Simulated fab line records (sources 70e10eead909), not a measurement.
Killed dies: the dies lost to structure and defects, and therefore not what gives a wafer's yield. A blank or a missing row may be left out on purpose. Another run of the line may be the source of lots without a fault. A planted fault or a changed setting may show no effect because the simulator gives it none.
fab line records	flow nandHarc	part 1 of 2: steps 1 to 3 of 6
[record] lots = 22	wafers = 66	lastDay = 32
route steps=1302 shown P_CONTACT@235 P_M1@297
lots that met no fault: taken from a fault-free run of the same line
startH: the number of hours between the record's first day and the start of the first shown wafer of the lot	waitH: how many hours have passed since the lot's step before this one	" as in the row above	L1.1+2: a single row standing in for several wafers	- no value, or no start was given	* or withheld: withheld	< > ~ a bound
route shown NAME@n: NAME is a module with steps in the file, n the number in the route of the first one	usual: mean and standard deviation over wafers with no fault	same: alike in all rows	chamber/n: place in a boat	sites: each site's reading	_std_site: their standard deviation	_edge_site: mean of outer sites minus mean of inner sites	radiusMm: how far each site lies from the wafer's centre	mask NAME#n: copy n	behind: tool/chamber where the wafer was last shaped	hold: what put the lot on hold/how long, in hours/how the hold closed	device: whichever transistor did not switch (one of n, p or np)	end of line: the same wafers' tests at the end of the route	for a step that has no rows: nothing shown but its recipe	killed: dies lost to structure and defects at the first sort, not the wafer's yield	map: the dies of a wafer, with x for killed, . for not killed, _ for no die there
set.NAME: the setting that was run; set.NAME@STEP: the one run at that earlier step	model.NAME: the simulator's own value behind a step, which no gauge read
the route's steps for a sample of lots (tables are steps, rows are wafers)
services: the hour from which a tool's chamber was out of use, counted from the record's first day as startH (under 0 if before that day), plus the number of hours and why
[[steps]]
[step NHARC_P_CONTACT_DESCUM_17]
[recipe] timeS = 3	o2FlowSccm = 200	arFlowSccm = 0	biasPowerW = 0	chemistry = O2
[usual] chamberPressureMTorr = 60.01/0.055	drypumpMotorCurrentA = 5.7/0.42	mfcArSccm = 0.012/0.014	oesProductAu = 1.003/0.013	rfVppV = 58.0/0.9	showerheadPlenumPTorr = 1.96/0.08	throttleValvePct = 11.311/0.0097
lot.wafer	tool	chamber	startH	waitH	chamberPressureMTorr	drypumpMotorCurrentA	mfcArSccm	oesProductAu	rfHoursCounterH	rfVppV	showerheadPlenumPTorr	throttleValvePct
L074.2	rieDiel-09	1	117.78	0.1	60.09	6.1	0	0.985	8.4	59.5	1.90	11.303
L074.1	"	2	"	"	59.97	6.3	0	0.995	9.3	56.8	1.83	11.314
L074.6	"	3	"	"	60.07	5.8	0.042	1.005	-	58.2	2.01	11.334
L075.1	rieDiel-12	2	132.20	0.1	59.98	5.0	0	1.016	0.3	58.7	1.99	11.312
L075.4	"	0	"	"	59.96	5.3	0	0.984	0.5	57.1	1.99	11.317
L075.5	"	2	"	"	59.95	5.0	0	1.013	-	58.7	1.99	11.299
L076.4	rieDiel-12	0	134.90	0.1	60.04	5.3	0	0.989	0.8	58.1	1.99	11.311
L076.1	"	3	"	"	60.06	5.7	0	0.996	0.8	57.0	2.00	11.316
L076.5	"	1	"	"	59.91	5.7	0.033	1.014	-	58.9	2.04	11.299
L077.2	rieDiel-02	3	145.50	0.1	60.01	6.1	0.026	0.993	2.1	57.8	2.03	11.315
L077.4	"	1	"	"	59.85	5.8	0.008	1.007	2.4	58.7	1.83	11.317
L077.5	"	0	"	"	60.02	6.0	0	1.007	-	57.7	1.99	11.309
L078.1	rieDiel-12	0	160.18	0.1	60.03	5.3	0	0.994	1.7	55.9	1.99	11.325
L078.2	"	1	"	"	60.03	5.7	0.033	1.011	1.7	57.9	2.04	11.313
L078.6	"	3	"	"	59.96	5.7	0	0.991	-	58.1	2.00	11.324
L079.4	rieDiel-02	3	165.20	0.1	60.05	6.1	0.026	0.994	2.8	56.8	2.03	11.297
L079.2	"	0	"	"	59.99	6.0	0	0.999	3.3	58.7	1.99	11.331
L079.5	"	1	"	"	60.01	5.8	0.008	1.011	-	57.5	1.83	11.308
L080.1	rieDiel-12	1	177.17	0.1	60.13	5.7	0.033	1.009	2.2	58.4	2.04	11.314
L080.2	"	0	"	"	60.10	5.3	0	0.994	1.9	57.3	1.99	11.310
L080.6	"	1	"	"	59.98	5.7	0.033	1.014	-	57.2	2.04	11.302
L081.4	rieDiel-12	3	184.99	0.1	60.01	5.7	0	0.987	2.8	57.9	2.00	11.307
L081.1	"	0	"	"	60.06	5.3	0	0.988	2.3	58.5	1.99	11.320
L081.5	"	2	"	"	60.12	5.0	0	1.019	-	57.2	1.99	11.305
L082.3	rieDiel-12	2	199.43	0.1	60.02	5.0	0	1.015	3.3	57.7	1.99	11.314
L082.4	"	0	"	"	60.05	5.3	0	0.989	3.0	57.1	1.99	11.304
L082.5	"	1	"	"	60.00	5.7	0.033	1.009	-	57.5	2.04	11.319
L084.4	rieDiel-12	1	221.33	0.1	59.97	5.7	0.033	1.015	4.2	59.0	2.04	11.308
L084.1	"	0	"	"	59.91	5.3	0	1.007	4.1	58.3	1.99	11.301
L084.5	"	1	"	"	59.99	5.7	0.033	1.009	-	57.4	2.04	11.305
L085.3	rieDiel-09	1	227.51	0.1	60.03	6.1	0	0.990	2.9	59.5	1.90	11.324
L085.2	"	2	"	"	60.05	6.3	0	1.017	2.7	58.3	1.83	11.316
L085.6	"	2	"	"	59.96	6.3	0	1.020	-	56.8	1.83	11.312
L086.4	rieDiel-02	2	240.27	0.1	59.98	5.9	0.024	0.999	0.2	56.3	1.83	11.306
L086.1	"	3	"	"	60.04	6.1	0.026	1.001	0.2	56.9	2.03	11.320
L086.3	"	1	"	"	60.04	5.8	0.008	1.009	0.3	56.9	1.83	11.292
L087.1	rieDiel-12	3	243.99	0.1	60.06	5.7	0	0.990	5.0	57.5	2.00	11.300
L087.2	"	0	"	"	60.06	5.3	0	0.994	4.8	58.3	1.99	11.310
L087.3	"	1	"	"	59.99	5.7	0.033	1.022	4.9	57.6	2.04	11.313
L089.4	rieDiel-12	2	265.64	0.1	59.98	5.0	0	1.018	5.5	56.4	1.99	11.317
L089.2	"	3	"	"	60.16	5.7	0	0.997	5.6	58.1	2.00	11.323
L089.5	"	3	"	"	59.94	5.7	0	0.989	-	59.8	2.00	11.316
L088.2	rieDiel-09	0	268.80	0.1	60.04	5.0	0.013	0.986	4.2	57.1	1.84	11.307
L088.5	"	1	"	"	59.88	6.1	0	0.999	-	59.1	1.90	11.310
L088.6	"	2	"	"	60.03	6.3	0	1.017	-	59.1	1.83	11.301
L090.2	rieDiel-12	0	279.01	0.1	59.92	5.3	0	0.998	0	57.9	1.99	11.291
L090.4	"	1	"	"	60.02	5.7	0.033	1.015	0	57.9	2.04	11.301
L090.5	"	1	"	"	60.07	5.7	0.033	1.019	-	57.6	2.04	11.315
L091.2	rieDiel-02	3	283.97	0.1	59.99	6.1	0.026	0.998	1.2	59.4	2.03	11.311
L091.4	"	1	"	"	59.99	5.8	0.008	1.006	1.3	57.7	1.83	11.310
L091.3	"	2	"	"	59.95	6.0	0.024	0.994	1.5	56.9	1.83	11.302
L092.4	rieDiel-02	2	296.27	0.1	59.97	5.9	0.024	1.013	2.3	56.8	1.83	11.308
L092.2	"	0	"	"	60.00	6.0	0	0.992	2.0	58.7	1.99	11.320
L092.6	"	3	"	"	60.13	6.1	0.026	1.000	-	58.5	2.03	11.328
L093.2	rieDiel-09	1	307.34	0.1	60.03	6.1	0	0.990	6.8	58.5	1.90	11.298
L093.1	"	0	"	"	60.01	5.0	0.013	1.005	6.3	56.4	1.84	11.311
L093.5	"	1	"	"	59.99	6.1	0	0.988	-	58.3	1.90	11.305
L095.2	rieDiel-02	2	326.38	0.1	59.93	5.9	0.024	0.990	3.4	56.6	1.83	11.324
L095.1	"	3	"	"	60.07	6.1	0.026	0.999	3.6	59.1	2.03	11.313
L095.6	"	3	"	"	59.99	6.1	0.026	1.000	-	57.5	2.03	11.300
L096.1	rieDiel-02	1	336.59	0.1	60.00	5.8	0.008	1.020	3.7	58.6	1.83	11.309
L096.4	"	3	"	"	60.02	6.1	0.026	1.000	4.0	58.8	2.03	11.295
L096.6	"	0	"	"	60.11	6.0	0	0.976	-	57.6	1.99	11.327
L097.3	rieDiel-09	2	343.84	0.1	60.00	6.3	0	1.025	0.9	58.9	1.83	11.328
L097.1	"	0	"	"	60.00	5.0	0.013	1.007	0.8	57.6	1.84	11.308
L097.5	"	2	"	"	59.97	6.3	0	1.018	-	58.1	1.83	11.320
[step NHARC_P_M1_INSPECT_11]
[usual] rawDefectCount = 5/3.2
lot.wafer	tool	chamber	startH	waitH	rawDefectCount
L074.1	defectInspect-01	-	126.01	0.0	10
L074.2	"	-	"	"	3
L074.6	"	-	"	"	8
L075.1	defectInspect-01	-	140.45	0.0	2
L075.4	"	-	"	"	3
L075.5	"	-	"	"	5
L076.1	defectInspect-02	-	143.22	0.0	0
L076.4	"	-	"	"	5
L076.5	"	-	"	"	4
L077.2	defectInspect-01	-	153.78	0.0	6
L077.4	"	-	"	"	0
L077.5	"	-	"	"	5
L078.1	defectInspect-01	-	168.82	0.0	1
L078.2	"	-	"	"	1
L078.6	"	-	"	"	5
L079.2	defectInspect-01	-	174.01	0.0	7
L079.4	"	-	"	"	9
L079.5	"	-	"	"	4
L080.1	defectInspect-01	-	185.37	0.0	2
L080.2	"	-	"	"	5
L080.6	"	-	"	"	7
L081.1	defectInspect-01	-	193.18	0.0	3
L081.4	"	-	"	"	6
L081.5	"	-	"	"	4
L082.3	defectInspect-02	-	207.52	0.0	12
L082.4	"	-	"	"	5
L082.5	"	-	"	"	5
L084.1	defectInspect-02	-	229.69	0.0	6
L084.4	"	-	"	"	2
L084.5	"	-	"	"	3
L085.2	defectInspect-01	-	235.69	0.0	7
L085.3	"	-	"	"	6
L085.6	"	-	"	"	4
L086.1	defectInspect-01	-	248.42	0.0	5
L086.3	"	-	"	"	6
L086.4	"	-	"	"	2
L087.1	defectInspect-02	-	252.40	0.0	4
L087.2	"	-	"	"	0
L087.3	"	-	"	"	8
L089.2	defectInspect-02	-	273.56	0.0	4
L089.4	"	-	"	"	1
L089.5	"	-	"	"	6
L088.2	defectInspect-02	-	276.75	0.0	2
L088.5	"	-	"	"	5
L088.6	"	-	"	"	7
L090.2	defectInspect-01	-	287.07	0.0	8
L090.4	"	-	"	"	5
L090.5	"	-	"	"	10
L091.2	defectInspect-01	-	292.21	0.0	2
L091.3	"	-	"	"	5
L091.4	"	-	"	"	1
L092.2	defectInspect-01	-	304.61	0.0	8
L092.4	"	-	"	"	4
L092.6	"	-	"	"	6
L093.1	defectInspect-01	-	315.60	0.0	2
L093.2	"	-	"	"	4
L093.5	"	-	"	"	7
L095.1	defectInspect-01	-	335.09	0.0	2
L095.2	"	-	"	"	5
L095.6	"	-	"	"	5
L096.1	defectInspect-01	-	344.87	0.0	14
L096.4	"	-	"	"	7
L096.6	"	-	"	"	6
L097.1	defectInspect-02	-	351.90	0.0	5
L097.3	"	-	"	"	2
L097.5	"	-	"	"	9
[step NHARC_P_M1_STRIP_18]
[recipe] powerW = 1000	n2FlowSccm = 150	h2FlowSccm = 150	arFlowSccm = 0	biasW = 0	chemistry = N2/H2
[usual] chamberPressureMTorr = 29.999/0.027	drypumpMotorCurrentA = 6.0/0.47	h2FlowSccm = 149.9/0.51	mfcArSccm = 0.012/0.01	oesProductAu = 1.006/0.015	rfVppV = 90.6/0.96	showerheadPlenumPTorr = 2.03/0.082	throttleValvePct = 14.171/0.0082
lot.wafer	tool	chamber	startH	waitH	chamberPressureMTorr	drypumpMotorCurrentA	h2FlowSccm	mfcArSccm	oesProductAu	rfHoursCounterH	rfVppV	showerheadPlenumPTorr	throttleValvePct
L074.1	rieDiel-07	0	126.61	0.1	30.026	6.6	150.7	0	1.011	0	88.7	1.94	14.170
L074.2	"	1	"	"	30.011	5.3	149.8	0.008	1.009	0	91.1	1.97	14.169
L074.6	"	3	"	"	30.039	6.2	149.4	0.007	1.025	-	89.9	2.07	14.169
L075.4	rieDiel-07	1	140.94	0.1	30.018	5.3	150.2	0.008	1.002	3	89.3	1.97	14.172
L075.1	"	2	"	"	30.006	5.2	149.8	0.022	0.980	3	89.9	1.95	14.161
L075.5	"	0	"	"	30.000	6.6	149.8	0	1.013	-	89.3	1.94	14.166
L076.1	rieDiel-06	2	143.69	0.1	29.974	6.4	149.8	0	0.992	1	89.2	1.89	14.180
L076.4	"	3	"	"	30.013	6.3	150.3	0.008	0.997	0	88.9	2.01	14.170
L076.5	"	1	"	"	30.044	5.5	150.3	0.015	0.998	-	91.2	1.96	14.180
L077.4	rieDiel-07	3	154.22	0.1	30.008	6.2	150.6	0.007	1.032	2	89.8	2.07	14.177
L077.2	"	1	"	"	30.004	5.3	150.2	0.008	1.018	3	89.8	1.97	14.186
L077.5	"	3	"	"	29.975	6.2	150.9	0.007	1.028	-	89.1	2.07	14.183
L078.1	rieDiel-11	2	169.27	0.1	30.002	5.9	149.4	0	1.001	5	91.1	2.08	14.173
L078.2	"	0	"	"	29.999	5.8	149.2	0.020	0.973	5	90.3	2.00	14.168
L078.6	"	3	"	"	29.985	6.2	150.1	0.028	1.010	-	91.6	2.15	14.171
L079.4	rieDiel-07	3	174.50	0.1	29.952	6.3	149.9	0.007	1.015	3	91.9	2.07	14.171
L079.2	"	0	"	"	29.941	6.6	150.3	0	1.011	4	90.3	1.94	14.169
L079.5	"	1	"	"	29.946	5.3	149.8	0.008	1.014	-	91.1	1.97	14.184
L080.1	rieDiel-11	1	185.88	0.1	30.006	6.5	150.9	0.026	0.993	6	91.3	2.16	14.148
L080.2	"	2	"	"	29.980	6.0	150.6	0	0.992	6	90.5	2.08	14.175
L080.6	"	0	"	"	30.019	5.8	148.6	0.020	0.977	-	91.4	2.00	14.161
L081.4	rieDiel-07	3	193.64	0.1	29.994	6.3	150.0	0.007	1.028	4	91.3	2.06	14.161
L081.1	"	0	"	"	29.972	6.6	150.0	0	1.022	6	89.3	1.94	14.180
L081.5	"	3	"	"	29.973	6.2	149.9	0.007	1.034	-	92.0	2.06	14.179
L082.3	rieDiel-07	0	208.01	0.1	29.981	6.6	149.4	0	1.005	7	89.4	1.94	14.175
L082.4	"	1	"	"	30.018	5.3	150.2	0.008	1.016	7	91.3	1.97	14.167
L082.5	"	2	"	"	29.952	5.2	149.4	0.022	0.989	-	90.0	1.95	14.174
L084.4	rieDiel-11	1	230.13	0.1	29.972	6.5	149.5	0.026	1.009	9	92.8	2.15	14.167
L084.1	"	3	"	"	29.969	6.2	150.3	0.028	1.015	9	91.0	2.15	14.164
L084.5	"	1	"	"	30.002	6.5	149.2	0.026	0.999	-	91.3	2.15	14.160
L085.3	rieDiel-11	3	236.15	0.1	30.033	6.2	150.6	0.028	1.014	9	91.2	2.15	14.179
L085.2	"	0	"	"	29.998	5.8	149.7	0.020	0.991	9	89.8	2.00	14.163
L085.6	"	2	"	"	30.047	5.9	150.2	0	0.990	-	90.3	2.08	14.161
L086.3	rieDiel-11	0	248.86	0.1	30.005	5.8	149.7	0.020	0.991	10	90.0	2.00	14.169
L086.1	"	2	"	"	29.993	5.9	149.8	0	0.997	10	90.4	2.08	14.151
L086.4	"	3	"	"	29.968	6.2	150.0	0.028	1.009	10	92.7	2.15	14.180
L087.2	rieDiel-11	0	252.84	0.1	30.022	5.8	150.4	0.020	0.996	11	90.1	2.00	14.169
L087.3	"	1	"	"	30.019	6.4	150.3	0.026	0.988	10	90.8	2.15	14.179
L087.1	"	3	"	"	29.981	6.2	149.5	0.028	1.007	11	89.7	2.15	14.177
L089.2	rieDiel-07	3	274.03	0.1	30.028	6.2	150.4	0.007	1.039	11	91.0	2.06	14.172
L089.4	"	0	"	"	29.958	6.6	150.6	0	1.028	12	90.0	1.94	14.174
L089.5	"	3	"	"	30.025	6.2	150.3	0.007	1.045	-	90.3	2.06	14.168
L088.2	rieDiel-07	0	277.24	0.1	29.991	6.6	150.1	0	1.025	13	90.5	1.94	14.171
L088.6	"	2	"	"	30.028	5.2	149.8	0.022	0.989	-	89.6	1.95	14.176
L088.5	"	3	"	"	30.013	6.2	150.5	0.007	1.027	-	90.7	2.06	14.165
L090.4	rieDiel-07	3	287.51	0.1	29.986	6.2	151.0	0.007	1.029	12	90.0	2.06	14.155
L090.2	"	2	"	"	29.969	5.2	148.8	0.022	0.987	14	90.5	1.95	14.177
L090.5	"	3	"	"	29.978	6.2	151.1	0.007	1.024	-	90.7	2.06	14.173
L091.4	rieDiel-07	2	292.65	0.1	30.006	5.3	149.0	0.022	0.983	15	89.6	1.95	14.156
L091.3	"	3	"	"	29.984	6.2	149.8	0.007	1.025	13	89.8	2.06	14.176
L091.2	"	0	"	"	30.008	6.6	149.8	0	1.020	14	91.1	1.94	14.160
L092.2	rieDiel-11	0	305.07	0.1	30.033	5.8	150.1	0.020	1.002	3	90.5	2.00	14.166
L092.4	"	2	"	"	30.002	6.0	149.2	0	0.999	2	92.9	2.08	14.181
L092.6	"	3	"	"	29.992	6.2	149.9	0.028	1.011	-	92.8	2.15	14.184
L093.1	rieDiel-07	0	316.05	0.1	30.006	6.6	150.4	0	1.011	1	89.6	1.94	14.173
L093.2	"	2	"	"	30.044	5.2	150.1	0.022	1.003	1	91.0	1.95	14.166
L093.5	"	1	"	"	30.038	5.3	149.7	0.008	0.998	-	92.6	1.96	14.187
L095.1	rieDiel-11	1	335.55	0.1	30.024	6.5	149.6	0.026	1.021	4	90.0	2.15	14.169
L095.2	"	2	"	"	30.047	6.0	149.8	0	1.012	4	91.3	2.08	14.156
L095.6	"	0	"	"	29.984	5.8	149.8	0.020	1.005	-	89.5	2.00	14.168
L096.1	rieDiel-06	0	345.36	0.1	30.037	6.1	149.6	0	1.020	8	89.9	1.99	14.167
L096.4	"	1	"	"	30.006	5.6	149.8	0.015	0.994	8	88.6	1.94	14.166
L096.6	"	2	"	"	29.988	6.4	150.4	0	1.010	-	91.6	2.21	14.170
L097.1	rieDiel-06	1	352.40	0.1	29.955	5.6	149.9	0.015	1.004	9	90.0	1.94	14.178
L097.3	"	2	"	"	29.965	6.4	150.6	0	1.010	12	91.2	2.21	14.162
L097.5	"	3	"	"	30.019	6.2	150.3	0.008	1.000	-	89.8	1.99	14.173
